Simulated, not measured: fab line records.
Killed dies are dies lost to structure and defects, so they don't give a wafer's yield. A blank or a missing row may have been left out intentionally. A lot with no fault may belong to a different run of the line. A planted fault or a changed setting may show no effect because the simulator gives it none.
Which tool was responsible? -- flow nand harc -- 7 lots with 20 wafers sampled at 3 steps, on a route of 1302 steps

## WHAT THE GAUGES READ, wafer by wafer
NHARC_A_ONON_D1_THK_MEAS_05: measures by ellipsometry.
lot,measured,on,thk nm (nm)
L628,day 8 12:22,film metro-02,983 987 986
L635,day 11 21:49,film metro-02,644 644
L637,day 12 07:35,film metro-01,646 999 1000
L640,day 13 23:45,film metro-02,992 992 993
L645,day 15 14:16,film metro-02,986 986 986
L646,day 16 06:04,film metro-01,1022 1022 1023
L648,day 16 22:45,film metro-01,1001 1001 1002

## WHICH TOOL RAN EACH LOT (tool, then ch and the chambers of the sampled wafers, then the start)
lot,NHARC_P_BONDPAD_PVD_27,NHARC_A_ONON_D1_DEP_03
L628,"pvd sputter-02, day 8 11:50 or earlier","pecvd onon-01 ch 0, day 8 11:50"
L635,"pvd sputter-02, day 11 21:17 or earlier","pecvd onon-03 ch 0, day 11 21:17"
L637,"pvd sputter-02, day 12 07:05 or earlier","pecvd onon-03 ch 0, day 12 07:05"
L640,"pvd sputter-01, day 13 23:21 or earlier","pecvd onon-02 ch 0, day 13 23:21"
L645,"pvd sputter-02, day 15 13:46 or earlier","pecvd onon-03 ch 0, day 15 13:46"
L646,"pvd sputter-01, day 16 05:41 or earlier","pecvd onon-01 ch 0, day 16 05:41"
L648,"pvd sputter-01, day 16 22:13 or earlier","pecvd onon-03 ch 0, day 16 22:13"
- NHARC_P_BONDPAD_PVD_27: deposits Cu, target thk 30 nm, time 20.49 s.
- NHARC_A_ONON_D1_DEP_03: target thk 1000 nm.

## THE ANSWER, worked out from the rows above alone
Rule: what is usual is taken from the lots themselves. Put in order of their means at a reading, lots are off if they are a third of the lots or fewer, leave a main group of 4 or more, and stand apart from it by a gap of 3 or more times the standard deviation of the main group's means; of several such gaps the widest counts. A main group is skipped when, at the precision printed for the reading in the tables above, its means are all equal. Also off: a lot with no number at a reading for which 4 or more lots have one. Any other lot the step has rows for is counted as sound.
Off: L635, L637, at NHARC_A_ONON_D1_THK_MEAS_05 (thk nm). Mean 997 nm and standard deviation 14 in the main group.
A tool fits if, at a process step before that reading, it ran every lot that is off, and no sound lot after the first of them. Gauges at NHARC_A_ONON_D1_THK_MEAS_05: tried the same way as those tools. With no start given for some of its lots, NHARC_P_BONDPAD_PVD_27 uses the hours and lot order of NHARC_A_ONON_D1_DEP_03. Not one of the candidates tried fits.

## WHAT HAD BEEN PUT IN BY THE SIMULATOR
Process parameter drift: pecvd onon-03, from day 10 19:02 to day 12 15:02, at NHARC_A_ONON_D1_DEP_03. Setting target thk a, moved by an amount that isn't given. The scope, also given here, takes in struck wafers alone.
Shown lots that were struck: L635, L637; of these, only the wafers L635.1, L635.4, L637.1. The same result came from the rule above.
